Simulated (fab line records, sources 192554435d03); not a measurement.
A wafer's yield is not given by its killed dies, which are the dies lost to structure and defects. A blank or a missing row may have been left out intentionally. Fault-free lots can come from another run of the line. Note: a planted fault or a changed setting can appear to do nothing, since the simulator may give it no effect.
Matching of chambers -- flow n5 finfet -- rie diel-06 running N5_BEOL_M3_ETCH_64: 4 sister chambers
The step etches SOC in N2/H2, target depth 75 nm, overetch 15 nm, time 112.5 s. 4 wafers are shown with their chamber, then 7 later ones without.

## EACH WAFER AND ITS CHAMBER
wafer,chamber,showerhead plenum p Torr (Torr)
L101.1,2,2.57
L101.4,1,2.50
L103.1,3,2.40
L103.2,0,2.65

## WAFERS WHOSE CHAMBER IS MISSING
wafer,showerhead plenum p Torr (Torr)
L103.4,2.56
L109.2,2.64
L109.4,2.55
L109.6,2.64
L118.3,2.63
L118.4,2.55
L118.6,2.55

## WHICH CHAMBER EACH ONE RAN IN
wafer,from the rows above,in truth
L103.4,2,2
L109.2,0,0
L109.4,can't be placed: 2 or 1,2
L109.6,0,0
L118.3,0,0
L118.4,can't be placed: 2 or 1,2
L118.6,can't be placed: 2 or 1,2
Correctly placed: 4 of 7. From these rows, 3 cannot be placed; in 3 the true chamber is one of the candidates. Number placed wrongly: 0.
How it was worked out, from the rows above alone: a wafer's distance from a chamber is the root of the sum, over the readings, of the square of ((its reading less the chamber's mean) divided by the reading's scatter). The wafer belongs to the nearest chamber; if the next one is less than 2 further off, it can't be placed. For every chamber, the mean is computed from those of its wafers that are shown. The scatter (one wafer shown for each chamber): square how far every hidden wafer sits from the nearest shown wafer, average those squares and take the square root.
